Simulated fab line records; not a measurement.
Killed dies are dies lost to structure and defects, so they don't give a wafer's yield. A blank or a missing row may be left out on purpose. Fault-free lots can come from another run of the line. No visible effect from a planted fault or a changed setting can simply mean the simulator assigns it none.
fab line records    flow n5-finfet
record lots=24  wafers=72  last-day=19
route steps=1938 shown BEOL_M3@991 BEOL_M4@1021
lots untouched by any fault: they come from a run of this same line in which no faults occurred
start-h: hours from the record's first day to the start of the lot's first wafer shown    wait-h: how many hours have passed since the lot's step before this one    " as in the row above    L1.1+2: a single row standing in for several wafers    - no value, or no start given    * or withheld: withheld    < > ~ a bound
route shown NAME@n: a module of which the file shows steps, and the number in the route of the first    usual: mean and standard deviation over wafers with no fault    same: alike in all rows    chamber/n: place in a boat    sites: readings site by site    _std_site: the values' standard deviation    _edge_site: mean of outer sites minus mean of inner sites    radius-mm: how far each site lies from the wafer's centre    mask NAME#n: copy n    behind: the most recent tool/chamber to have shaped the wafer    hold: the reason the lot was held/the length of the hold in hours/how it ended    device: whichever transistor did not switch (one of n, p or np)    end of line: tests of these same wafers at the route's end    a step given without rows: its recipe and nothing more    killed: count of dies lost to structure and defects at first sort (not the wafer's yield)    map: shows each die of a wafer: x if killed, . if not, _ if none is there
set.NAME: the setting that was run; set.NAME@STEP: the one run at that earlier step    model.NAME: the simulator's own value behind a step, which no gauge read
the route's steps for a sample of lots (tables are steps, rows are wafers)
services: when a tool's chamber went out of use (start-h, in hours from the record's first day, below 0 if earlier), for how many hours, and the reason
## steps
# step N5_BEOL_M3_ALD_84
# recipe material=TaN  target-thk-a=*  temp-c=275  ald-precursor-family=PDMAT  ald-co-reactant=NH3  pressure-torr=3  carrier-flow-sccm=1500  pulse-time-s=2  purge-time-s=3  co-reactant-purge-time-s=2  co-reactant-pulse-time-s=3  ald-cycles=30  precursor-vessel-temp-c=75  precursor-vessel-pressure-torr=26.25  precursor-vessel-carrier-sccm=1000
# usual heater-power-w=406/29
# same ald-cycles=30
lot.wafer  tool          chamber  start-h  wait-h  heater-power-w
L074.2     ald-metal-04  2        157.62   0.3     416
L074.3     "             1        "        "       355
L074.5     "             3        "        "       412
L075.3     ald-metal-03  0        162.87   0.0     422
L075.4     "             2        "        "       397
L075.6     "             2        "        "       411
L077.1     ald-metal-04  2        205.18   0.0     425
L077.2     "             3        "        "       423
L077.5     "             3        "        "       439
L078.2     ald-metal-02  3        216.87   0.1     391
L078.3     "             2        "        "       411
L078.6     "             2        "        "       410
L076.1     ald-metal-04  2        224.70   0.0     416
L076.5     "             2        "        "       412
L076.6     "             1        "        "       355
L083.1     ald-metal-04  0        227.82   0.0     408
L083.2     "             3        "        "       425
L083.5     "             0        "        "       414
L081.1     ald-metal-04  2        232.01   0.0     406
L081.2     "             3        "        "       424
L081.4     "             0        "        "       394
L080.1     ald-metal-03  2        232.39   0.0     400
L080.3     "             1        "        "       461
L080.4     "             3        "        "       365
L079.1     ald-metal-03  3        232.98   0.1     375
L079.2     "             0        "        "       434
L079.3     "             1        "        "       456
L082.1     ald-metal-04  1        242.24   0.1     361
L082.2     "             3        "        "       420
L082.5     "             2        "        "       422
L084.2     ald-metal-03  1        245.44   0.0     455
L084.4     "             3        "        "       365
L084.6     "             1        "        "       469
L085.3     ald-metal-03  3        248.40   0.0     367
L085.5     "             3        "        "       364
L085.6     "             2        "        "       396
L088.1     ald-metal-03  0        253.54   0.0     424
L088.2     "             2        "        "       417
L088.4     "             3        "        "       368
L086.1     ald-metal-04  0        255.81   0.0     405
L086.2     "             1        "        "       360
L086.4     "             3        "        "       433
L087.4     ald-metal-04  1        263.32   0.0     353
L087.5     "             3        "        "       421
L087.6     "             0        "        "       414
L091.1     ald-metal-03  0        276.35   0.2     427
L091.3     "             3        "        "       369
L091.6     "             3        "        "       363
L089.1     ald-metal-03  2        281.31   0.1     408
L089.3     "             0        "        "       424
L089.5     "             2        "        "       400
L093.1     ald-metal-04  1        295.07   0.0     349
L093.3     "             2        "        "       404
L093.5     "             1        "        "       361
L090.1     ald-metal-04  2        298.21   0.1     419
L090.2     "             3        "        "       425
L090.4     "             0        "        "       401
L092.3     ald-metal-04  2        300.72   0.0     423
L092.4     "             3        "        "       424
L092.5     "             0        "        "       401
L094.1     ald-metal-03  1        300.82   0.1     443
L094.2     "             2        "        "       406
L094.5     "             2        "        "       407
L095.1     ald-metal-03  0        303.96   0.1     422
L095.5     "             2        "        "       415
L095.6     "             3        "        "       375
L096.3     ald-metal-03  1        309.11   0.1     455
L096.5     "             2        "        "       408
L096.6     "             3        "        "       369
L097.1     ald-metal-04  1        311.28   0.1     357
L097.3     "             2        "        "       410
L097.5     "             0        "        "       410
# step N5_BEOL_M3_ANNEAL_49
# recipe temp-c=400  time-s=240  ambient=vacuum
# usual heater-power-w=861/87
lot.wafer  tool            chamber  start-h  wait-h  heater-power-w
L074.2     pvd-sputter-01  -        158.14   0.0     827
L074.3     "               -        "        "       913
L074.5     "               -        "        "       1087
L075.3     pvd-sputter-02  -        163.46   0.0     944
L075.4     "               -        "        "       740
L075.6     "               -        "        "       927
L077.1     pvd-sputter-03  -        205.80   0.0     895
L077.2     "               -        "        "       837
L077.5     "               -        "        "       848
L078.2     pvd-sputter-01  -        217.47   0.0     850
L078.3     "               -        "        "       1037
L078.6     "               -        "        "       920
L076.1     pvd-sputter-01  -        225.65   0.0     1067
L076.5     "               -        "        "       865
L076.6     "               -        "        "       846
L083.1     pvd-sputter-03  -        228.48   0.0     768
L083.2     "               -        "        "       878
L083.5     "               -        "        "       864
L081.1     pvd-sputter-03  -        232.62   0.0     873
L081.2     "               -        "        "       866
L081.4     "               -        "        "       748
L080.1     pvd-sputter-01  -        233.05   0.0     920
L080.3     "               -        "        "       1071
L080.4     "               -        "        "       821
L079.1     pvd-sputter-03  -        234.84   0.0     861
L079.2     "               -        "        "       759
L079.3     "               -        "        "       890
L082.1     pvd-sputter-01  -        242.94   0.0     867
L082.2     "               -        "        "       905
L082.5     "               -        "        "       878
L084.2     pvd-sputter-01  -        246.00   0.0     836
L084.4     "               -        "        "       882
L084.6     "               -        "        "       837
L085.3     pvd-sputter-03  -        250.72   0.0     837
L085.5     "               -        "        "       859
L085.6     "               -        "        "       908
L088.1     pvd-sputter-02  -        254.85   0.0     965
L088.2     "               -        "        "       789
L088.4     "               -        "        "       782
L086.1     pvd-sputter-03  -        256.62   0.0     882
L086.2     "               -        "        "       870
L086.4     "               -        "        "       849
L087.4     pvd-sputter-02  -        264.41   0.0     948
L087.5     "               -        "        "       799
L087.6     "               -        "        "       768
L091.1     pvd-sputter-03  -        277.09   0.0     752
L091.3     "               -        "        "       880
L091.6     "               -        "        "       900
L089.1     pvd-sputter-03  -        283.48   0.0     909
L089.3     "               -        "        "       853
L089.5     "               -        "        "       853
L093.1     pvd-sputter-02  -        296.06   0.0     748
L093.3     "               -        "        "       930
L093.5     "               -        "        "       758
L090.1     pvd-sputter-02  -        298.74   0.0     801
L090.2     "               -        "        "       948
L090.4     "               -        "        "       754
L092.3     pvd-sputter-01  -        301.48   0.0     807
L092.4     "               -        "        "       867
L092.5     "               -        "        "       1070
L094.1     pvd-sputter-02  -        303.12   0.0     744
L094.2     "               -        "        "       813
L094.5     "               -        "        "       780
L095.1     pvd-sputter-01  -        304.94   0.0     857
L095.5     "               -        "        "       893
L095.6     "               -        "        "       1098
L096.3     pvd-sputter-02  -        310.02   0.0     754
L096.5     "               -        "        "       751
L096.6     "               -        "        "       934
L097.1     pvd-sputter-03  -        311.86   0.0     860
L097.3     "               -        "        "       849
L097.5     "               -        "        "       903
# step N5_BEOL_M3_ANNEAL_51
# recipe temp-c=225  time-s=90  ambient=N2
# usual wafer_temp_C_max=226.4/0.3
lot.wafer  tool           chamber  start-h  wait-h  wafer_temp_C_max
L074.2     rtp-anneal-02  0        160.15   0.2     226.4
L074.3     "              0        "        "       226.3
L074.5     "              0        "        "       226.2
L075.3     rtp-anneal-01  0        165.43   0.1     226.5
L075.4     "              0        "        "       226.2
L075.6     "              0        "        "       226.0
L077.1     rtp-anneal-01  0        207.67   0.1     225.8
L077.2     "              0        "        "       225.7
L077.5     "              0        "        "       226.2
L078.2     rtp-anneal-02  0        219.53   0.2     226.5
L078.3     "              0        "        "       227.2
L078.6     "              0        "        "       226.2
L076.1     rtp-anneal-01  0        227.60   0.1     226.2
L076.5     "              0        "        "       226.5
L076.6     "              0        "        "       226.2
L083.1     rtp-anneal-01  0        230.45   0.2     226.4
L083.2     "              0        "        "       226.6
L083.5     "              0        "        "       226.1
L081.1     rtp-anneal-01  0        234.50   0.1     226.2
L081.2     "              0        "        "       226.0
L081.4     "              0        "        "       226.5
L080.1     rtp-anneal-02  0        234.92   0.1     226.6
L080.3     "              0        "        "       226.4
L080.4     "              0        "        "       227.0
L079.1     rtp-anneal-01  0        236.72   0.1     226.3
L079.2     "              0        "        "       226.6
L079.3     "              0        "        "       226.3
L082.1     rtp-anneal-02  0        244.81   0.1     226.0
L082.2     "              0        "        "       227.0
L082.5     "              0        "        "       225.9
L084.2     rtp-anneal-02  0        247.92   0.1     226.5
L084.4     "              0        "        "       226.6
L084.6     "              0        "        "       226.7
L085.3     rtp-anneal-01  0        252.68   0.1     226.4
L085.5     "              0        "        "       226.4
L085.6     "              0        "        "       226.2
L088.1     rtp-anneal-02  0        256.92   0.3     226.6
L088.2     "              0        "        "       226.5
L088.4     "              0        "        "       226.4
L086.1     rtp-anneal-01  0        258.50   0.1     226.1
L086.2     "              0        "        "       226.3
L086.4     "              0        "        "       226.9
L087.4     rtp-anneal-01  0        266.56   0.3     226.2
L087.5     "              0        "        "       226.2
L087.6     "              0        "        "       226.2
L091.1     rtp-anneal-02  0        278.97   0.1     226.2
L091.3     "              0        "        "       226.1
L091.6     "              0        "        "       226.4
L089.1     rtp-anneal-02  0        285.35   0.1     226.4
L089.3     "              0        "        "       226.5
L089.5     "              0        "        "       226.2
L093.1     rtp-anneal-02  0        298.05   0.2     227.1
L093.3     "              0        "        "       226.3
L093.5     "              0        "        "       226.9
L090.1     rtp-anneal-02  0        300.91   0.3     226.8
L090.2     "              0        "        "       226.8
L090.4     "              0        "        "       226.6
L092.3     rtp-anneal-02  0        303.47   0.2     226.2
L092.4     "              0        "        "       226.6
L092.5     "              0        "        "       226.4
L094.1     rtp-anneal-01  0        305.42   0.5     226.1
L094.2     "              0        "        "       226.4
L094.5     "              0        "        "       226.3
L095.1     rtp-anneal-01  0        306.82   0.1     225.9
L095.5     "              0        "        "       226.1
L095.6     "              0        "        "       226.0
L096.3     rtp-anneal-01  0        311.99   0.1     226.2
L096.5     "              0        "        "       226.3
L096.6     "              0        "        "       226.1
L097.1     rtp-anneal-01  0        313.74   0.1     226.8
L097.3     "              0        "        "       226.3
L097.5     "              0        "        "       226.1
# step N5_BEOL_M4_ILD_DEP_00
# recipe material=SiOC  target-thk-a=790  temp-c=350  precursor=DEMS/O2  pressure-torr=5  rf-w=500  time-s=15.3
# usual heater-power-w=533/80  showerhead-plenum-p-Torr=5.693/0.015  throttle-valve-pct=12.1/0.79
lot.wafer  tool      chamber  start-h  wait-h  heater-power-w  showerhead-plenum-p-Torr  throttle-valve-pct
L074.2     pecvd-04  0        161.04   0.0     617             5.682                     11.8
L074.3     "         2        "        "       624             5.688                     10.9
L074.5     "         1        "        "       464             5.706                     13.1
L075.3     pecvd-02  0        166.30   0.0     472             5.709                     11.8
L075.4     "         0        "        "       481             5.713                     11.6
L075.6     "         2        "        "       499             5.708                     12.8
L077.1     pecvd-04  2        208.59   0.0     608             5.678                     10.9
L077.2     "         1        "        "       421             5.694                     13.2
L077.5     "         0        "        "       532             5.685                     11.8
L078.2     pecvd-01  2        220.40   0.0     613             5.701                     11.7
L078.3     "         1        "        "       614             5.708                     13.0
L078.6     "         1        "        "       629             5.702                     13.1
L076.1     pecvd-02  0        228.90   0.0     567             5.703                     11.8
L076.5     "         1        "        "       440             5.690                     12.7
L076.6     "         0        "        "       443             5.710                     12.0
L083.1     pecvd-02  2        231.52   0.0     547             5.698                     11.3
L083.2     "         0        "        "       522             5.694                     11.7
L083.5     "         2        "        "       543             5.689                     11.6
L081.1     pecvd-04  1        235.41   0.0     445             5.706                     13.3
L081.2     "         2        "        "       635             5.681                     10.9
L081.4     "         1        "        "       460             5.720                     13.4
L080.1     pecvd-04  1        235.84   0.0     476             5.706                     12.9
L080.3     "         0        "        "       512             5.674                     11.6
L080.4     "         0        "        "       509             5.668                     11.6
L079.1     pecvd-04  1        237.63   0.0     435             5.711                     13.1
L079.2     "         2        "        "       533             5.690                     11.1
L079.3     "         0        "        "       600             5.667                     11.5
L082.1     pecvd-01  1        245.82   0.0     709             5.690                     13.0
L082.2     "         2        "        "       586             5.701                     11.5
L082.5     "         0        "        "       487             5.700                     12.7
L084.2     pecvd-04  0        248.79   0.0     582             5.683                     11.7
L084.4     "         1        "        "       480             5.704                     12.8
L084.6     "         0        "        "       567             5.686                     11.7
L085.3     pecvd-04  0        253.51   0.0     533             5.655                     11.5
L085.5     "         0        "        "       528             5.671                     11.8
L085.6     "         1        "        "       480             5.690                     13.2
L088.1     pecvd-01  1        257.83   0.0     625             5.686                     13.0
L088.2     "         0        "        "       524             5.706                     12.7
L088.4     "         1        "        "       639             5.679                     13.3
L086.1     pecvd-01  1        259.41   0.0     715             5.701                     13.2
L086.2     "         0        "        "       491             5.701                     12.5
L086.4     "         1        "        "       706             5.694                     13.1
L087.4     pecvd-04  0        267.35   0.1     560             5.672                     11.3
L087.5     "         0        "        "       558             5.682                     11.9
L087.6     "         1        "        "       427             5.712                     13.5
L091.1     pecvd-04  0        279.88   0.0     603             5.666                     11.7
L091.3     "         1        "        "       507             5.709                     13.2
L091.6     "         2        "        "       511             5.694                     11.0
L089.1     pecvd-02  0        286.30   0.0     556             5.709                     11.8
L089.3     "         1        "        "       422             5.711                     12.6
L089.5     "         0        "        "       546             5.693                     11.9
L093.1     pecvd-04  2        298.97   0.0     596             5.689                     10.9
L093.3     "         0        "        "       509             5.678                     11.8
L093.5     "         2        "        "       578             5.675                     10.9
L090.1     pecvd-04  1        301.84   0.0     496             5.705                     13.2
L090.2     "         2        "        "       534             5.676                     11.1
L090.4     "         0        "        "       522             5.683                     11.6
L092.3     pecvd-04  1        304.30   0.0     457             5.721                     12.9
L092.4     "         1        "        "       453             5.703                     13.0
L092.5     "         2        "        "       623             5.682                     11.2
L094.1     pecvd-02  1        306.36   0.0     398             5.699                     12.7
L094.2     "         2        "        "       455             5.700                     11.7
L094.5     "         1        "        "       414             5.699                     12.9
L095.1     pecvd-04  1        307.74   0.0     487             5.704                     13.1
L095.5     "         1        "        "       492             5.703                     13.3
L095.6     "         2        "        "       576             5.691                     10.7
L096.3     pecvd-04  0        312.81   0.0     580             5.674                     11.4
L096.5     "         2        "        "       541             5.681                     11.1
L096.6     "         1        "        "       504             5.716                     12.9
L097.1     pecvd-01  0        314.66   0.0     500             5.709                     13.0
L097.3     "         2        "        "       558             5.703                     11.8
L097.5     "         1        "        "       747             5.697                     13.0
# step N5_BEOL_M4_OVL_MEAS_12
# recipe points-per-wafer=522
# usual M4_OVL=0.0/0.62
lot.wafer  tool        chamber  start-h  wait-h  M4_OVL[nm]
L074.2     overlay-01  0        163.38   0.0     1.5
L074.3     "           0        "        "       0.5
L074.5     "           0        "        "       0.3
L075.3     overlay-01  0        167.00   0.0     -0.5
L075.4     "           0        "        "       -0.2
L075.6     "           0        "        "       0.2
L077.1     overlay-01  0        210.61   0.0     -0.2
L077.2     "           0        "        "       -0.4
L077.5     "           0        "        "       -0.4
L078.2     overlay-01  0        221.67   0.0     0.2
L078.3     "           0        "        "       0.2
L078.6     "           0        "        "       0.3
L076.1     overlay-01  0        231.59   0.0     -1.0
L076.5     "           0        "        "       -0.2
L076.6     "           0        "        "       0.4
L083.1     overlay-01  0        232.73   0.0     0.3
L083.2     "           0        "        "       0.4
L083.5     "           0        "        "       1.6
L081.1     overlay-01  0        236.31   0.0     -0.5
L081.2     "           0        "        "       0.1
L081.4     "           0        "        "       0.3
L080.1     overlay-02  0        236.57   0.0     1.1
L080.3     "           0        "        "       0.6
L080.4     "           0        "        "       1.3
L079.1     overlay-01  0        239.09   0.0     0.2
L079.2     "           0        "        "       -0.6
L079.3     "           0        "        "       -0.8
L082.1     overlay-02  0        248.56   0.0     1.2
L082.2     "           0        "        "       0.5
L082.5     "           0        "        "       0.5
L084.2     overlay-02  0        252.25   0.0     0.3
L084.4     "           0        "        "       0.2
L084.6     "           0        "        "       0.1
L085.3     overlay-01  0        255.93   0.0     0.2
L085.5     "           0        "        "       0.0
L085.6     "           0        "        "       -0.1
L088.1     overlay-01  0        259.16   0.0     0.1
L088.2     "           0        "        "       -0.8
L088.4     "           0        "        "       -0.7
L086.1     overlay-01  0        262.83   0.0     -1.3
L086.2     "           0        "        "       0.0
L086.4     "           0        "        "       -0.5
L087.4     overlay-01  0        268.64   0.0     0.2
L087.5     "           0        "        "       0.5
L087.6     "           0        "        "       -0.1
L091.1     overlay-01  0        281.38   0.0     -0.3
L091.3     "           0        "        "       0.0
L091.6     "           0        "        "       0.0
L089.1     overlay-01  0        288.66   0.0     -0.8
L089.3     "           0        "        "       -0.2
L089.5     "           0        "        "       0.4
L093.1     overlay-02  0        300.30   0.0     -0.1
L093.3     "           0        "        "       0.5
L093.5     "           0        "        "       0.1
L090.1     overlay-01  0        303.98   0.0     -0.2
L090.2     "           0        "        "       0.6
L090.4     "           0        "        "       -0.5
L092.3     overlay-01  0        307.38   0.0     -0.2
L092.4     "           0        "        "       -0.4
L092.5     "           0        "        "       -0.5
L094.1     overlay-02  0        307.67   0.0     -0.6
L094.2     "           0        "        "       -0.4
L094.5     "           0        "        "       -0.2
L095.1     overlay-02  0        309.11   0.0     -1.0
L095.5     "           0        "        "       -0.5
L095.6     "           0        "        "       0.3
L096.3     overlay-01  0        313.93   0.0     -0.1
L096.5     "           0        "        "       -1.3
L096.6     "           0        "        "       -0.9
L097.1     overlay-02  0        317.23   0.0     0.3
L097.3     "           0        "        "       0.5
L097.5     "           0        "        "       0.6
# step N5_BEOL_M4_ETCH_63
# recipe chemistry=CF4  target=SiARC  target-depth-a=156  mask-material=CAR-EUV  time-s=26  ion-energy-ev=80  pressure-mtorr=40  source-w=545  bias-w=36  Ar_flow_sccm=100  cf4-flow-sccm=100  ends=cleared
# usual drypump-motor-current-A=5.5/0.46  etch-rf-on-time-s=25.9/0.89  oes-product-au=0.69/0.076  rf-vpp-V=184.1/1.1  showerhead-plenum-p-Torr=2.15/0.067  throttle-valve-pct=15.59/0.24
lot.wafer  tool         chamber  start-h  wait-h  drypump-motor-current-A  etch-rf-on-time-s  oes-product-au  rf-hours-counter-h  rf-vpp-V  showerhead-plenum-p-Torr  throttle-valve-pct
L074.2     rie-diel-02  3        164.13   0.0     5.7                      25.4               0.84            1                   182.4     2.11                      15.28
L074.3     "            2        "        "       5.2                      25.9               0.67            115                 184.5     2.22                      15.31
L074.5     "            1        "        "       5.5                      27.0               0.58            -                   184.3     2.12                      15.97
L075.3     rie-diel-03  0        167.14   0.0     5.0                      24.9               0.76            39                  184.8     2.17                      15.51
L075.4     "            2        "        "       5.2                      24.7               0.63            179                 183.2     2.06                      15.91
L075.6     "            1        "        "       5.8                      28.9               0.57            -                   183.6     2.11                      15.47
L077.1     rie-diel-03  3        210.92   0.0     4.8                      26.3               0.77            18                  185.3     2.27                      15.38
L077.2     "            2        "        "       5.3                      25.4               0.62            193                 182.8     2.05                      15.93
L077.5     "            3        "        "       4.9                      26.2               0.77            -                   184.5     2.27                      15.38
L078.2     rie-diel-02  2        221.81   0.0     5.2                      25.6               0.65            139                 186.3     2.22                      15.36
L078.3     "            3        "        "       5.7                      25.5               0.78            24                  183.0     2.10                      15.34
L078.6     "            0        "        "       6.3                      25.4               0.69            -                   184.8     2.16                      15.89
L076.1     rie-diel-03  1        231.92   0.0     5.8                      29.2               0.55            240                 184.7     2.11                      15.53
L076.5     "            2        "        "       5.2                      25.0               0.62            -                   184.2     2.05                      15.96
L076.6     "            3        "        "       4.9                      25.5               0.76            -                   185.4     2.27                      15.39
L083.1     rie-diel-02  3        232.88   0.0     5.7                      25.7               0.76            28                  183.9     2.10                      15.32
L083.2     "            1        "        "       5.5                      26.0               0.82            7                   183.6     2.11                      15.53
L083.5     "            0        "        "       6.3                      25.4               0.69            -                   184.6     2.16                      15.88
L081.1     rie-diel-03  3        236.46   0.0     4.8                      25.8               0.76            27                  184.5     2.27                      15.39
L081.2     "            2        "        "       5.2                      25.2               0.61            203                 182.1     2.05                      15.94
L081.4     "            1        "        "       5.8                      28.9               0.55            241                 182.5     2.10                      15.52
L080.1     rie-diel-04  3        236.79   0.0     6.0                      26.7               0.74            37                  186.0     2.16                      15.52
L080.3     "            2        "        "       6.2                      25.7               0.77            23                  185.0     2.27                      15.35
L080.4     "            0        "        "       5.8                      25.5               0.59            230                 185.5     2.20                      15.63
L079.1     rie-diel-04  2        239.23   0.0     6.2                      25.8               0.78            24                  186.4     2.27                      15.33
L079.2     "            0        "        "       5.8                      25.6               0.59            231                 184.1     2.19                      15.64
L079.3     "            3        "        "       6.0                      26.7               0.75            38                  183.6     2.16                      15.50
L082.1     rie-diel-02  1        248.94   0.0     5.5                      25.6               0.82            12                  183.1     2.11                      15.53
L082.2     "            0        "        "       6.3                      25.1               0.69            105                 183.4     2.16                      15.89
L082.5     "            3        "        "       5.7                      25.6               0.76            -                   182.3     2.10                      15.34
L084.2     rie-diel-03  0        252.45   0.0     5.0                      25.3               0.71            66                  185.3     2.16                      15.55
L084.4     "            3        "        "       4.8                      25.8               0.75            33                  185.0     2.27                      15.40
L084.6     "            3        "        "       4.8                      26.1               0.75            -                   185.4     2.27                      15.40
L085.3     rie-diel-04  0        256.06   0.0     5.8                      25.6               0.59            236                 183.8     2.19                      15.63
L085.5     "            0        "        "       5.8                      25.7               0.59            -                   184.5     2.19                      15.64
L085.6     "            3        "        "       6.0                      26.7               0.74            -                   184.8     2.16                      15.51
L088.1     rie-diel-03  2        259.30   0.0     5.2                      25.5               0.61            211                 181.2     2.05                      15.97
L088.2     "            1        "        "       5.8                      28.7               0.56            249                 184.2     2.10                      15.54
L088.4     "            3        "        "       4.9                      25.8               0.75            36                  186.5     2.27                      15.41
L086.1     rie-diel-02  3        262.98   0.0     5.7                      26.0               0.75            37                  182.0     2.09                      15.34
L086.2     "            2        "        "       5.2                      26.0               0.63            153                 183.4     2.21                      15.40
L086.4     "            0        "        "       6.3                      25.3               0.68            110                 183.8     2.16                      15.91
L087.4     rie-diel-04  3        268.77   0.0     5.9                      26.6               0.73            48                  183.3     2.16                      15.52
L087.5     "            2        "        "       6.3                      25.9               0.76            -                   186.0     2.26                      15.39
L087.6     "            3        "        "       6.0                      26.6               0.74            -                   184.7     2.16                      15.54
L091.1     rie-diel-03  3        281.54   0.0     4.9                      26.3               0.73            45                  186.1     2.26                      15.42
L091.3     "            0        "        "       5.0                      25.4               0.70            77                  184.8     2.16                      15.58
L091.6     "            3        "        "       4.8                      26.0               0.73            -                   185.2     2.26                      15.43
L089.1     rie-diel-02  3        288.80   0.0     5.7                      25.8               0.74            47                  182.6     2.09                      15.37
L089.3     "            0        "        "       6.3                      25.4               0.68            119                 183.8     2.16                      15.92
L089.5     "            2        "        "       5.2                      26.2               0.63            -                   185.1     2.21                      15.41
L093.1     rie-diel-03  1        300.61   0.0     5.9                      26.8               0.80            6                   184.5     2.10                      15.11
L093.3     "            2        "        "       5.2                      25.3               0.60            225                 182.8     2.04                      16.00
L093.5     "            1        "        "       5.8                      26.9               0.80            -                   183.3     2.10                      15.10
L090.1     rie-diel-02  3        304.13   0.0     5.7                      25.9               0.73            52                  183.4     2.09                      15.37
L090.2     "            1        "        "       5.4                      26.0               0.78            27                  183.8     2.10                      15.58
L090.4     "            0        "        "       6.4                      25.4               0.67            125                 185.3     2.16                      15.93
L092.3     rie-diel-02  1        307.51   0.0     5.5                      26.2               0.78            28                  182.5     2.10                      15.57
L092.4     "            0        "        "       6.3                      25.3               0.67            126                 185.5     2.15                      15.93
L092.5     "            2        "        "       5.2                      25.8               0.62            -                   185.3     2.21                      15.43
L094.1     rie-diel-03  2        307.82   0.0     5.2                      25.2               0.60            227                 183.6     2.04                      16.01
L094.2     "            3        "        "       4.9                      26.2               0.73            53                  185.0     2.26                      15.44
L094.5     "            3        "        "       4.9                      26.3               0.72            -                   185.7     2.26                      15.44
L095.1     rie-diel-03  3        309.25   0.0     4.8                      26.2               0.72            53                  185.1     2.26                      15.43
L095.5     "            1        "        "       5.8                      26.9               0.79            -                   184.3     2.10                      15.12
L095.6     "            2        "        "       5.3                      25.5               0.59            -                   183.1     2.04                      15.99
L096.3     rie-diel-02  1        314.30   0.0     5.4                      25.9               0.78            31                  182.6     2.10                      15.57
L096.5     "            0        "        "       6.3                      25.4               0.67            -                   184.2     2.15                      15.92
L096.6     "            3        "        "       5.7                      26.0               0.73            -                   183.2     2.09                      15.39
L097.1     rie-diel-02  3        317.38   0.0     5.7                      25.9               0.72            56                  182.6     2.09                      15.38
L097.3     "            0        "        "       6.3                      25.5               0.67            129                 182.2     2.15                      15.94
L097.5     "            3        "        "       5.7                      25.9               0.73            -                   183.7     2.09                      15.40
## services
tool            chamber  start-h  hours  kind
rie-diel-03     3        134.34   -      clean
rie-diel-03     3        134.34   -      consumable-replace:focus-ring
rie-diel-03     3        134.34   -      consumable-replace:showerhead
rie-diel-03     3        134.34   23.1   scheduled-down
rie-diel-03     3        134.34   23.1   vent-cycle
rie-diel-04     0        148.13   4.3    repair
pecvd-04        1        151.27   2.1    scheduled-down
ald-metal-02    -        152.73   8.7    pm
pvd-sputter-01  -        155.00   1.1    repair
pvd-sputter-01  -        161.50   48.4   repair
ald-metal-03    1        165.73   9.0    repair
ald-metal-04    -        189.13   6.0    pm
pecvd-02        2        196.28   4.4    repair
rie-diel-03     0        201.11   2.7    repair
ald-metal-04    3        211.67   -      calibration
pecvd-02        -        243.26   0.3    repair
ald-metal-02    -        243.96   2.8    pm
rie-diel-04     2        244.17   16.4   repair
ald-metal-02    2        251.30   1.7    repair
pecvd-04        2        262.03   15.0   repair
pecvd-04        -        269.34   2.8    pm
pecvd-04        2        281.82   5.5    scheduled-down
rie-diel-02     1        286.15   11.8   repair
ald-metal-04    1        297.45   3.5    repair
## key
fault none
